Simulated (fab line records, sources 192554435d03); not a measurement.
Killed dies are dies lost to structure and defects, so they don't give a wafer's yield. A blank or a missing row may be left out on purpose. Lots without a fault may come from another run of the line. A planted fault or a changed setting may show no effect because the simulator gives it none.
Which tool did it? | flow n5_finfet | 24 lots, 72 wafers sampled, at 5 steps of a route of 1938

WHAT THE GAUGES READ, wafer by wafer
N5_BEOL_M6_OVL_MEAS_12. Usual: M6_OVL -0.2 nm, standard deviation 0.67.
lot  | measured     | on         | M6_OVL (nm)    | flag
L074 | day 8 21:22  | overlay-01 | 0.2 -0.5 0.7   |
L076 | day 9 00:43  | overlay-02 | -0.7 -0.6 -0.6 |
L075 | day 9 10:06  | overlay-01 | 0.2 0.0 0.6    |
L077 | day 9 13:25  | overlay-02 | 0.2 -0.2 0.0   |
L078 | day 9 18:04  | overlay-02 | 0.2 0.2 0.1    |
L079 | day 10 03:10 | overlay-02 | 0.2 -0.3 0.1   |
L080 | day 10 05:40 | overlay-02 | -0.7 -1.0 -0.4 |
L081 | day 10 17:32 | overlay-01 | -0.7 -0.5 0.8  |
L083 | day 10 20:59 | overlay-02 | -0.7 0.4 -0.6  |
L082 | day 11 05:50 | overlay-01 | 1.4 0.5 0.0    |
L084 | day 11 06:13 | overlay-01 | -1.4 -1.1 -2.3 |
L085 | day 12 01:03 | overlay-01 | -0.4 -1.4 -0.7 |
L086 | day 12 07:25 | overlay-02 | -1.2 -0.6 -0.7 |
L088 | day 12 04:01 | overlay-01 | -0.4 -0.6 -0.1 |
L087 | day 12 07:35 | overlay-02 | -0.7 0.2 0.1   |
L091 | day 12 11:03 | overlay-02 | -1.0 -0.4 -1.0 |
L090 | day 12 13:50 | overlay-02 | 0.3 -1.0 -0.3  |
L089 | day 12 15:28 | overlay-01 | -0.3 -0.6 -0.2 |
L092 | day 13 08:44 | overlay-02 | 0.3 0.6 -0.2   |
L093 | day 13 14:48 | overlay-01 | -1.3 -0.5 -1.0 |
L094 | day 13 16:31 | overlay-01 | -0.1 0.5 0.3   |
L095 | day 13 18:45 | overlay-02 | -0.2 0.0 0.2   |
L097 | day 14 12:49 | overlay-02 | -1.8 -0.7 -0.1 |
L096 | day 14 12:55 | overlay-01 | -0.3 0.4 -0.2  |

WHICH TOOL RAN EACH LOT (tool, then ch and the chambers of the sampled wafers, then the start)
lot  | N5_BEOL_M5_SPUTTER_83        | N5_BEOL_M5_SPUTTER_88        | N5_BEOL_M5_ANNEAL_51             | N5_BEOL_M5_CO_CAP_78
L074 | pvd_sputter-03, day 8 16:28  | pvd_sputter-03, day 8 17:34  | rtp_anneal-01 ch 0, day 8 18:53  | cvd_co-02 ch 0,1,2, day 8 19:32
L076 | pvd_sputter-02, day 8 18:45  | pvd_sputter-02, day 8 19:50  | rtp_anneal-01 ch 0, day 8 21:08  | cvd_co-02 ch 0,1,2, day 8 22:17
L075 | pvd_sputter-03, day 9 02:56  | pvd_sputter-03, day 9 04:02  | rtp_anneal-01 ch 0, day 9 05:23  | cvd_co-02 ch 1,2, day 9 06:33
L077 | pvd_sputter-01, day 9 07:27  | pvd_sputter-01, day 9 08:32  | rtp_anneal-02 ch 0, day 9 09:49  | cvd_co-02 ch 0,1,2, day 9 10:31
L078 | pvd_sputter-03, day 9 11:25  | pvd_sputter-03, day 9 12:29  | rtp_anneal-01 ch 0, day 9 13:51  | cvd_co-02 ch 0,1,2, day 9 14:28
L079 | pvd_sputter-01, day 9 20:56  | pvd_sputter-01, day 9 22:01  | rtp_anneal-02 ch 0, day 9 23:19  | cvd_co-02 ch 0,1, day 9 23:58
L080 | pvd_sputter-03, day 10 00:34 | pvd_sputter-03, day 10 01:39 | rtp_anneal-01 ch 0, day 10 03:07 | cvd_co-01 ch 0, day 10 03:46
L081 | pvd_sputter-01, day 10 11:35 | pvd_sputter-01, day 10 12:40 | rtp_anneal-02 ch 0, day 10 13:57 | cvd_co-01 ch 1,2, day 10 14:37
L083 | pvd_sputter-03, day 10 14:39 | pvd_sputter-03, day 10 15:44 | rtp_anneal-02 ch 0, day 10 17:02 | cvd_co-01 ch 1,2, day 10 17:42
L082 | pvd_sputter-01, day 10 23:02 | pvd_sputter-01, day 11 00:07 | rtp_anneal-02 ch 0, day 11 01:28 | cvd_co-01 ch 0,2, day 11 02:06
L084 | pvd_sputter-02, day 11 00:11 | pvd_sputter-02, day 11 01:16 | rtp_anneal-02 ch 0, day 11 02:36 | cvd_co-02 ch 0,1,2, day 11 03:13
L085 | pvd_sputter-03, day 11 17:47 | pvd_sputter-03, day 11 18:52 | rtp_anneal-02 ch 0, day 11 20:09 | cvd_co-02 ch 0,1,2, day 11 20:50
L086 | pvd_sputter-01, day 11 21:19 | pvd_sputter-01, day 11 22:24 | rtp_anneal-02 ch 0, day 12 03:29 | cvd_co-02 ch 0,2, day 12 04:05
L088 | pvd_sputter-02, day 11 21:45 | pvd_sputter-02, day 11 22:50 | rtp_anneal-01 ch 0, day 12 00:08 | cvd_co-02 ch 0,2, day 12 00:48
L087 | pvd_sputter-03, day 12 01:42 | pvd_sputter-03, day 12 02:47 | rtp_anneal-01 ch 0, day 12 04:10 | cvd_co-01 ch 0,1, day 12 04:45
L091 | pvd_sputter-02, day 12 04:23 | pvd_sputter-02, day 12 05:28 | rtp_anneal-01 ch 0, day 12 06:50 | cvd_co-02 ch 0,1,2, day 12 07:28
L090 | pvd_sputter-03, day 12 09:01 | pvd_sputter-03, day 12 10:06 | rtp_anneal-02 ch 0, day 12 11:29 | cvd_co-02 ch 0,1, day 12 12:04
L089 | pvd_sputter-02, day 12 11:00 | pvd_sputter-02, day 12 12:05 | rtp_anneal-01 ch 0, day 12 13:23 | cvd_co-01 ch 0,2, day 12 14:03
L092 | pvd_sputter-01, day 13 02:29 | pvd_sputter-01, day 13 03:34 | rtp_anneal-02 ch 0, day 13 04:52 | cvd_co-02 ch 0,2, day 13 05:33
L093 | pvd_sputter-02, day 13 07:56 | pvd_sputter-02, day 13 09:01 | rtp_anneal-01 ch 0, day 13 10:19 | cvd_co-01 ch 0,1,2, day 13 10:59
L094 | pvd_sputter-03, day 13 11:27 | pvd_sputter-03, day 13 12:32 | rtp_anneal-01 ch 0, day 13 13:49 | cvd_co-02 ch 0,2, day 13 14:29
L095 | pvd_sputter-01, day 13 13:44 | pvd_sputter-01, day 13 14:49 | rtp_anneal-01 ch 0, day 13 16:15 | cvd_co-01 ch 0,1,2, day 13 16:56
L097 | pvd_sputter-03, day 14 07:19 | pvd_sputter-03, day 14 08:24 | rtp_anneal-02 ch 0, day 14 09:50 | cvd_co-01 ch 0,2, day 14 10:32
L096 | pvd_sputter-01, day 14 07:31 | pvd_sputter-01, day 14 08:35 | rtp_anneal-02 ch 0, day 14 10:09 | cvd_co-02 ch 0,1, day 14 10:46
- N5_BEOL_M5_SPUTTER_83: material Cu, target thk 15 nm, time 27.62 s.
- N5_BEOL_M5_SPUTTER_88: material Cu, target thk 15 nm, time 27.62 s.
- N5_BEOL_M5_ANNEAL_51: time 90 s.
- N5_BEOL_M5_CO_CAP_78: material Co, precursor CCTBA/H2, target thk 2 nm, time 102.1 s.

WHAT THE TOOLS THEMSELVES READ (means of the sampled wafers that have a number; where no wafer has one, the mark that the record gives instead)
N5_BEOL_M5_SPUTTER_83. Usual: throttle_valve_pct 30.1 %, standard deviation 0.69.
lot  | tool           | throttle_valve_pct (%) | flag
L074 | pvd_sputter-03 | 30.0                   |
L076 | pvd_sputter-02 | 29.9                   |
L075 | pvd_sputter-03 | 30.2                   |
L077 | pvd_sputter-01 | 30.4                   |
L078 | pvd_sputter-03 | 30.5                   |
L079 | pvd_sputter-01 | 29.9                   |
L080 | pvd_sputter-03 | 30.1                   |
L081 | pvd_sputter-01 | 29.8                   |
L083 | pvd_sputter-03 | 30.4                   |
L082 | pvd_sputter-01 | 30.4                   |
L084 | pvd_sputter-02 | 29.9                   |
L085 | pvd_sputter-03 | 30.0                   |
L086 | pvd_sputter-01 | 29.9                   |
L088 | pvd_sputter-02 | 30.5                   |
L087 | pvd_sputter-03 | 29.7                   |
L091 | pvd_sputter-02 | 30.4                   |
L090 | pvd_sputter-03 | 29.9                   |
L089 | pvd_sputter-02 | 29.9                   |
L092 | pvd_sputter-01 | 29.7                   |
L093 | pvd_sputter-02 | 29.4                   |
L094 | pvd_sputter-03 | 29.7                   |
L095 | pvd_sputter-01 | 30.1                   |
L097 | pvd_sputter-03 | 29.4                   |
L096 | pvd_sputter-01 | 29.9                   |

N5_BEOL_M5_SPUTTER_88. Usual: throttle_valve_pct 30.1 %, standard deviation 0.69.
lot  | tool           | throttle_valve_pct (%) | flag
L074 | pvd_sputter-03 | 30.0                   |
L076 | pvd_sputter-02 | 29.7                   |
L075 | pvd_sputter-03 | 29.9                   |
L077 | pvd_sputter-01 | 30.3                   |
L078 | pvd_sputter-03 | 30.4                   |
L079 | pvd_sputter-01 | 30.1                   |
L080 | pvd_sputter-03 | 30.1                   |
L081 | pvd_sputter-01 | 29.9                   |
L083 | pvd_sputter-03 | 30.3                   |
L082 | pvd_sputter-01 | 30.5                   |
L084 | pvd_sputter-02 | 30.1                   |
L085 | pvd_sputter-03 | 30.0                   |
L086 | pvd_sputter-01 | 29.9                   |
L088 | pvd_sputter-02 | 30.4                   |
L087 | pvd_sputter-03 | 29.8                   |
L091 | pvd_sputter-02 | 30.4                   |
L090 | pvd_sputter-03 | 29.9                   |
L089 | pvd_sputter-02 | 30.0                   |
L092 | pvd_sputter-01 | 29.5                   |
L093 | pvd_sputter-02 | 29.6                   |
L094 | pvd_sputter-03 | 29.8                   |
L095 | pvd_sputter-01 | 30.2                   |
L097 | pvd_sputter-03 | 29.5                   |
L096 | pvd_sputter-01 | 29.9                   |

N5_BEOL_M5_ANNEAL_51. Usual: wafer_temp_C_max 226.12, standard deviation 0.28.
lot  | tool          | wafer_temp_C_max | flag
L074 | rtp_anneal-01 | 226.34           |
L076 | rtp_anneal-01 | 226.03           |
L075 | rtp_anneal-01 | 226.43           |
L077 | rtp_anneal-02 | 225.96           |
L078 | rtp_anneal-01 | 225.60           |
L079 | rtp_anneal-02 | 226.10           |
L080 | rtp_anneal-01 | 226.05           |
L081 | rtp_anneal-02 | 225.78           |
L083 | rtp_anneal-02 | 225.81           |
L082 | rtp_anneal-02 | 225.84           |
L084 | rtp_anneal-02 | 226.20           |
L085 | rtp_anneal-02 | 226.04           |
L086 | rtp_anneal-02 | 225.85           |
L088 | rtp_anneal-01 | 226.16           |
L087 | rtp_anneal-01 | 226.05           |
L091 | rtp_anneal-01 | 226.31           |
L090 | rtp_anneal-02 | 226.04           |
L089 | rtp_anneal-01 | 226.36           |
L092 | rtp_anneal-02 | 226.20           |
L093 | rtp_anneal-01 | 226.36           |
L094 | rtp_anneal-01 | 226.72           |
L095 | rtp_anneal-01 | 226.16           |
L097 | rtp_anneal-02 | 225.91           |
L096 | rtp_anneal-02 | 226.22           |

N5_BEOL_M5_CO_CAP_78. Usual: heater_power_w 231 W, standard deviation 14.
lot  | tool      | heater_power_w (W) | flag
L074 | cvd_co-02 | 234                |
L076 | cvd_co-02 | 232                |
L075 | cvd_co-02 | 241                |
L077 | cvd_co-02 | 233                |
L078 | cvd_co-02 | 233                |
L079 | cvd_co-02 | 230                |
L080 | cvd_co-01 | 239                |
L081 | cvd_co-01 | 214                |
L083 | cvd_co-01 | 227                |
L082 | cvd_co-01 | 236                |
L084 | cvd_co-02 | 234                |
L085 | cvd_co-02 | 236                |
L086 | cvd_co-02 | 228                |
L088 | cvd_co-02 | 239                |
L087 | cvd_co-01 | 231                |
L091 | cvd_co-02 | 234                |
L090 | cvd_co-02 | 228                |
L089 | cvd_co-01 | 236                |
L092 | cvd_co-02 | 229                |
L093 | cvd_co-01 | 225                |
L094 | cvd_co-02 | 226                |
L095 | cvd_co-01 | 227                |
L097 | cvd_co-01 | 236                |
L096 | cvd_co-02 | 228                |

THE ANSWER, worked out from the rows above alone
Rule: a lot is off if the mean of its wafers that have a number lies more than 3 standard deviations from the usual mean. A lot without any number at a reading at which 4 lots or more have one is off too. The other lots that the step has rows for count as sound. The gauges are gone through in route order, then the tools' own readings, and for those a lot's mean is taken as printed above. The first step at which some lot is off is used, and at that step the reading that is off furthest; a lot without a number counts as furthest.
No lot is off at any reading shown: from this, nothing can be told.

WHAT THE SIMULATOR HAD PUT IN
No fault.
